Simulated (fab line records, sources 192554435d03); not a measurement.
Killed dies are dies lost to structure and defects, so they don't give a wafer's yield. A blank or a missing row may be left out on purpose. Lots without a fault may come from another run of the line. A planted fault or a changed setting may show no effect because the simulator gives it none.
fab line records | flow n5_finfet
record lots=4 wafers=12 last_day=18
route steps=1938 shown BEOL_M10@1529 BEOL_M11@1536 PASSIVATION@1936
lots that met no fault: from a run of the same line without faults
start_h: hours from the record's first day to the start of the lot's first wafer shown | wait_h: hours since the lot's step before | " the same as in the row above | L1.1+2: a row that stands for several wafers | - no value, or no start given | * or withheld: withheld | < > ~ a bound
route shown NAME@n: a module of which the file shows steps, and the number in the route of the first | usual: mean/standard deviation of fault-free wafers | same: alike in all rows | chamber/n: place in a boat | sites: the reading at each site | _std_site: their standard deviation | _edge_site: outer sites' mean less inner sites' | radius_mm: how far each site lies from the wafer's centre | mask NAME#n: copy n | behind: the tool/chamber that last shaped the wafer | hold: why the lot was held/for how many hours/how that ended | device: the transistor (n, p or np) that didn't switch | end of line: the same wafers' tests at the end of the route | a step without rows: its recipe alone | killed: dies lost to structure and defects at the first sort, not the wafer's yield | map: a wafer's dies, x killed, . not, _ none there
set.NAME: the setting as run; set.NAME@STEP: as run at that earlier step | model.NAME: the simulator's own value behind a step, which no gauge read
lots at some steps of the route; a table a step, a row a wafer
services: from which hour (start_h, from the record's first day; less than 0 if before it) a tool's chamber was out of use, for how many hours, and why
## steps
# step N5_BEOL_M10_ANNEAL_51
# recipe temp_c=225 time_s=90 ambient=N2
# step N5_BEOL_M10_CMP_52
# recipe stop_on=SiCOH_lowk t_overpolish_s=7 down_force_psi=1 platen_rpm=50 clearing_platen_down_force_psi=1.5 clearing_platen_rpm=50 post_cmp_clean=cu_alkaline target_thk_nm=140 clearing_platen_pad_velocity_m_s=0.99484 pad_velocity_m_s=0.99484
# step N5_BEOL_M10_PRE_CLEAN_55
# recipe gas=NH3 time_s=15 temp_c=withheld rf_power_w=300
# step N5_BEOL_M10_DEP_56
# recipe material=SiCN target_thk_a=150 temp_c=withheld precursor=3MS/NH3 pressure_torr=3 rf_w=202 time_s=26.5
# step N5_BEOL_M11_ILD_DEP_00
# recipe material=SiCOH_lowk target_thk_a=3085.1 temp_c=300 precursor=DEMS/porogen pressure_torr=5 rf_w=500 time_s=58
# step N5_BEOL_M11_CURE_71
# recipe temp_c=385 time_s=240 ambient=He/Ar material=SiCOH_lowk
# step N5_BEOL_M11_PECVD_70
# recipe material=SiO2 target_thk_a=200 temp_c=400 precursor=TEOS/O2 pressure_torr=5.5 rf_w=450 teos_flow_sccm=53.8 gas=O2 flow_sccm=3000 time_s=22.7
# step N5_BEOL_M11_HM_DEP_02
# recipe material=TiN target_thk_a=200 temp_c=25 chamber_pressure_pa=0.49996
# step N5_BEOL_M11_COAT_59
# recipe resist=SOC temp_c=250 time_s=60 spin_rpm=1500 resist_thk_nm=100
# usual plate_temp_C=250.00/0.2 spin_speed_rpm=1500.1/0.98
# columns lot.wafer tool chamber start_h wait_h plate_temp_C spin_speed_rpm model.SOC_of_BEOL_M11_COAT_59.thk_nm
L244.1 litho_track-04 0 231.59 0.1 250.03 1496.9 100.2
L244.2 " 0 " " 250.01 1498.7 100.2
L244.3 " 0 " " 249.87 1498.2 100
L262.1 litho_track-04 0 345.03 0.1 250.07 1381.0 104.4
L262.2 " 0 " " 250.23 1380.0 104.8
L262.5 " 0 " " 250.41 1380.5 104.6
L263.2 litho_track-04 0 348.88 0.1 250.02 1379.8 104.2
L263.3 " 0 " " 249.87 1381.4 104.2
L263.4 " 0 " " 249.83 1379.4 104.6
L266.1 litho_track-02 0 378.95 0.1 249.65 1499.2 100
L266.2 " 0 " " 250.22 1500.6 99.8
L266.4 " 0 " " 249.91 1499.5 100
# step N5_BEOL_M11_COAT_60
# recipe resist=SiARC temp_c=220 time_s=60 spin_rpm=1500 resist_thk_nm=30
# step N5_BEOL_M11_COAT_05
# recipe resist=CAR-ArF spin_rpm=1500 resist_thk_nm=90
# step N5_BEOL_M11_EBR_07
# recipe solvent=PGMEA ebr_width_mm=1.5
# step N5_BEOL_M11_SOFTBAKE_06
# recipe temp_c=110 time_s=60 resist=CAR-ArF
# step N5_BEOL_M11_EXPOSE_08
# recipe mask_id=M11 na=1.35 source_shape=dipole sigma_inner=0.411 sigma_outer=0.611 polarization=te dose_mj=53.75
# step N5_BEOL_M11_PEB_09
# recipe peb_temp_c=withheld peb_time_s=60 resist=CAR-ArF
# step N5_BEOL_M11_DEVELOP_10
# recipe develop_time_s=30 developer=TMAH resist=CAR-ArF rinse_liquid=diw dry=air_spin dev_temp_c=23
# step N5_BEOL_M11_DESCUM_16
# recipe chemistry=O2 time_s=7.9 source_power_w=50 bias_power_w=20 pressure_mtorr=20 rf_frequency_hz=2.712e+07 temp_c=40 resist=CAR-ArF o2_flow_sccm=225
# step N5_BEOL_M11_ETCH_61
# recipe chemistry=CF4 target=SiARC target_depth_a=390 mask_material=CAR-ArF time_s=65 ion_energy_ev=80 pressure_mtorr=40 source_w=545 bias_w=36 Ar_flow_sccm=100 cf4_flow_sccm=100 ends=cleared
# step N5_BEOL_M11_ETCH_62
# recipe chemistry=N2/H2 target=SOC target_depth_a=1100 overetch_a=220 mask_material=SiARC temp_c=40 time_s=165 ion_energy_ev=200 pressure_mtorr=30 source_w=840 bias_w=150 n2_flow_sccm=200 h2_flow_sccm=200
# usual drypump_motor_current_A=5.9/0.6 n2_flow_sccm=200.0/0.56 oes_product_au=0.68/0.064 rf_fwd_power_W=838.0/2.3 rf_vpp_V=523.8/2.3 showerhead_plenum_p_Torr=2.54/0.074 throttle_valve_pct=17.87/0.26
# columns lot.wafer tool chamber start_h wait_h drypump_motor_current_A n2_flow_sccm oes_product_au rf_fwd_power_W rf_hours_counter_h rf_vpp_V showerhead_plenum_p_Torr throttle_valve_pct model.etch.depth_nm
L244.1 rie_diel-01 0 232.01 0.0 4.7 199.9 0.73 839.2 60 524.8 2.57 17.56 100.2
L244.2 " 2 " " 6.1 199.8 0.76 841.5 33 524.0 2.50 17.50 100.3
L244.3 " 1 " " 5.2 199.8 0.60 834.3 225 523.8 2.51 18.19 100.1
L262.1 rie_diel-04 2 345.57 0.0 5.7 200.3 0.71 836.1 69 525.6 2.59 18.10 104.4
L262.2 " 0 " " 5.7 200.0 0.75 834.2 38 524.9 2.60 18.10 104.8
L262.5 " 2 " " 5.7 199.4 0.71 839.5 - 523.1 2.59 18.12 104.7
L263.2 rie_diel-01 3 349.42 0.0 6.4 200.0 0.70 839.5 106 522.3 2.46 17.75 104.3
L263.3 " 0 " " 4.8 198.9 0.71 836.5 94 525.7 2.55 17.64 104.1
L263.4 " 2 " " 6.1 200.1 0.74 842.4 - 522.7 2.49 17.56 104.6
L266.1 rie_diel-04 1 379.57 0.0 6.5 199.2 0.63 835.6 158 524.3 2.53 17.89 100.1
L266.2 " 2 " " 5.7 200.0 0.68 833.7 79 525.6 2.59 18.15 99.9
L266.4 " 3 " " 6.6 199.4 0.59 838.0 248 519.9 2.41 18.24 99.93
# step N5_BEOL_M11_STRIP_68
# recipe chemistry=N2/H2 temp_c=40 n2_flow_sccm=200 h2_flow_sccm=200 rf_frequency_hz=6e+07
# step N5_BEOL_M11_STRIP_67
# recipe chemistry=CF4 resist=SiARC power_w=300 bias_power_w=75 pressure_mtorr=50 cf4_flow_sccm=150 rf_frequency_hz=6e+07
# step N5_BEOL_M11_HM_OPEN_17
# recipe chemistry=Cl2/BCl3 target_depth_a=200 overetch_a=60 target=TiN mask_material=SOC ion_energy_ev=150 pressure_mtorr=10 icp_w=1000 bias_w=126 Cl2_flow_sccm=53.25 bcl3_flow_sccm=21.75 Ar_flow_sccm=25
# usual drypump_motor_current_A=5.95/0.26 oes_product_au=0.65/0.08 rf_fwd_power_W=994/3.2 throttle_valve_pct=22.19/0.17
# columns lot.wafer tool chamber start_h wait_h drypump_motor_current_A oes_product_au rf_fwd_power_W rf_hours_counter_h throttle_valve_pct model.SOC_of_BEOL_M11_COAT_59.thk_nm
L244.1 rie_metal-03 0 232.20 0.0 6.25 0.74 1001 14 22.22 92.4
L244.2 " 1 " " 6.03 0.60 999 67 21.95 92.2
L244.3 " 1 " " 6.06 0.61 995 - 21.96 92
L262.1 rie_metal-03 1 345.76 0.0 6.04 0.58 994 77 21.99 96.4
L262.2 " 0 " " 6.24 0.72 992 24 22.24 96.8
L262.5 " 1 " " 6.04 0.58 994 - 21.98 96.6
L263.2 rie_metal-02 0 349.60 0.0 5.80 0.68 996 40 22.13 96.4
L263.3 " 1 " " 5.50 0.69 1000 - 22.18 96.6
L263.4 " 0 " " 5.83 0.68 999 - 22.12 96.6
L266.1 rie_metal-02 1 379.76 0.0 5.49 0.71 990 26 22.16 92.6
L266.2 " 0 " " 5.82 0.68 993 44 22.12 92
L266.4 " 0 " " 5.81 0.68 996 - 22.11 92
# step N5_BEOL_M11_STRIP_19
# recipe chemistry=O2 power_w=400 temp_c=40 pressure_mtorr=30 rf_frequency_hz=6e+07 bias_power_w=0 overash_fraction=0.2 o2_flow_sccm=225
# step N5_PASSIVATION_PROBE_49
# usual defect_limited_yield=90.9/1.5 killed_at_M0_to_M3=36/10 killed_at_M4_up=13/5.5 killed_at_contacts=12/5.6 killed_at_front_end=42/12 killed_at_other=4/3.2 killed_dies=108/18 killed_open=71/13 killed_short=34/7.8 sort_bin_5_function=5.4/1 sort_bin_6_memory=3.4/0.68 sort_n_pass=1072/18 sort_yield_pct=90.9/1.5
# same gross_dies=1180 killed_at_back_side=0 sort_bin_4_leakage[%]=0 sort_bin_8_speed[%]=0
# columns lot.wafer tool chamber start_h wait_h defect_limited_yield[%] killed_at_M0_to_M3 killed_at_M4_up killed_at_contacts killed_at_front_end killed_at_other killed_dies killed_open killed_short sort_bin_5_function[%] sort_bin_6_memory[%] sort_n_pass sort_yield_pct[%]
L244.1 prober-02 - 275.93 0.0 90.7 38 11 5 48 8 110 76 32 5.8 3.3 1070 90.7
L244.2 prober-02 - 275.98 0.1 91.1 36 17 4 45 3 105 73 30 5.3 3.4 1075 91.1
L244.3 prober-02 - 276.03 0.1 89.2 36 13 10 64 4 127 85 35 6.1 4.1 1053 89.2
L263.2 prober-02 - 399.00 0.1 87.4 49 31 18 50 1 149 100 49 7.7 4.5 1031 87.4
L263.3 prober-02 - 399.05 0.1 89.3 48 14 14 47 3 126 74 50 6.1 3.9 1054 89.3
L263.4 prober-02 - 399.10 0.2 87.7 47 27 17 50 4 145 99 46 7.6 3.7 1035 87.7
L262.1 prober-01 - 399.11 0.0 91.5 29 4 17 37 13 100 63 36 4.6 3.6 1080 91.5
L262.2 prober-01 - 399.16 0.1 90.5 53 9 10 32 8 112 74 38 5.6 3.5 1068 90.5
L262.5 prober-01 - 399.31 0.2 89.7 38 13 18 47 6 122 85 37 5.8 4.4 1058 89.7
# killed by level:class
L244.1 STI_FIN_REVEAL:geometric_particle:open=23 BEOL_M3:geometric_particle:open=15 BEOL_M1:geometric_particle:open=6 FIN_SAQP:geometric_particle:open=5 FIN_SAQP:geometric_particle:short=5 STI_FIN_REVEAL:geometric_particle:short=5 BEOL_M2:geometric_particle:open=5 MOL_CONTACT_COAG:geometric_particle:open=4
L244.2 STI_FIN_REVEAL:geometric_particle:open=16 BEOL_M3:geometric_particle:open=12 BEOL_M2:geometric_particle:open=7 BEOL_M0_SAQP:geometric_particle:short=6 FIN_SAQP:geometric_particle:open=5 FIN_SAQP:geometric_particle:short=5 STI_FIN_REVEAL:geometric_particle:short=5 BEOL_M4:geometric_particle:open=5
L244.3 STI_FIN_REVEAL:geometric_particle:open=16 FIN_SAQP:geometric_particle:open=10 BEOL_M3:geometric_particle:open=9 GATE_CUT:geometric_particle:short=9 BEOL_M4:geometric_particle:open=8 BEOL_M0_SAQP:geometric_particle:short=7 BEOL_M2:geometric_particle:open=7 MOL_CONTACT_COAG:geometric_particle:open=6
L263.2 BEOL_M0_SAQP:geometric_particle:open=18 BEOL_M0_SAQP:geometric_particle:short=17 STI_FIN_REVEAL:geometric_particle:open=16 BEOL_M4:geometric_particle:open=13 FIN_SAQP:geometric_particle:open=11 MOL_CONTACT_COAG:geometric_particle:open=10 MOL_CONTACT_COAG:geometric_particle:short=8 BEOL_M4:geometric_particle:short=8
L263.3 FIN_SAQP:geometric_particle:short=16 BEOL_M0_SAQP:geometric_particle:short=14 MOL_CONTACT_COAG:geometric_particle:open=12 BEOL_M0_SAQP:geometric_particle:open=11 STI_FIN_REVEAL:geometric_particle:open=8 BEOL_M2:geometric_particle:open=8 BEOL_M1:geometric_particle:open=6 BEOL_M3:geometric_particle:open=6
L263.4 BEOL_M4:geometric_particle:open=15 FIN_SAQP:geometric_particle:open=14 MOL_CONTACT_COAG:geometric_particle:open=14 FIN_SAQP:geometric_particle:short=12 BEOL_M0_SAQP:geometric_particle:open=11 BEOL_M0_SAQP:geometric_particle:short=11 BEOL_M3:geometric_particle:open=9 BEOL_M1:geometric_particle:open=6
L262.1 FIN_SAQP:geometric_particle:open=11 MOL_CONTACT_COAG:geometric_particle:open=10 FIN_SAQP:geometric_particle:short=8 BEOL_M0_SAQP:geometric_particle:short=8 MOL_CONTACT_COAG:geometric_particle:short=7 BEOL_M1:geometric_particle:open=5 BEOL_M2:geometric_particle:open=5 BEOL_M0_SAQP:geometric_particle:open=4
L262.2 BEOL_M0_SAQP:geometric_particle:short=18 BEOL_M1:geometric_particle:open=13 BEOL_M0_SAQP:geometric_particle:open=8 MOL_CONTACT_COAG:geometric_particle:open=8 FIN_SAQP:geometric_particle:open=5 STI_FIN_REVEAL:geometric_particle:open=5 MIM_TOP_ETCH:geometric_particle:open=5 BEOL_M2:geometric_particle:open=5
L262.5 FIN_SAQP:geometric_particle:open=15 MOL_CONTACT_COAG:geometric_particle:open=15 FIN_SAQP:geometric_particle:short=10 BEOL_M3:geometric_particle:open=9 BEOL_M4:geometric_particle:open=7 BEOL_M2:geometric_particle:open=7 DUMMY_GATE:geometric_particle:open=6 BEOL_M0_SAQP:geometric_particle:short=6
## services
# columns tool chamber start_h hours kind
rie_diel-04 1 221.30 13.8 repair
rie_diel-01 1 240.27 4.0 repair
rie_diel-04 2 273.35 7.5 repair
rie_diel-01 1 324.46 - clean
rie_diel-01 1 324.46 - consumable_replace:focus_ring
rie_diel-01 1 324.46 33.2 scheduled_down
rie_diel-01 1 324.46 33.2 vent_cycle
rie_diel-04 1 328.93 6.7 repair
rie_diel-01 3 357.36 12.1 repair
rie_diel-01 2 358.45 3.4 repair
## key
first_sign step=N5_BEOL_M11_COAT_59 reading=spin_speed_rpm direction=down sigmas=99+ usual=* struck=*
effect none on later readings
model_effect step=N5_BEOL_M11_COAT_59 value=SOC_of_BEOL_M11_COAT_59.thk_nm without=100.2 struck=104.5
model_effect step=N5_BEOL_M11_ETCH_62 value=etch.depth_nm without=100.2 struck=104.5
model_effect step=N5_BEOL_M11_HM_OPEN_17 value=SOC_of_BEOL_M11_COAT_59.thk_nm without=92.33 struck=96.57
met_at N5_BEOL_M11_COAT_59
struck_wafers L262.1,L262.2,L262.5,L263.2,L263.3,L263.4
onset_between 231.59 345.03
fault kind=process_parameter_drift tool=litho_track-04 chamber=- onset_h=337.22 steps=N5_BEOL_M11_COAT_59 channel=spin_rpm offset=* shape=step end_h=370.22 acts_in=* stated=*
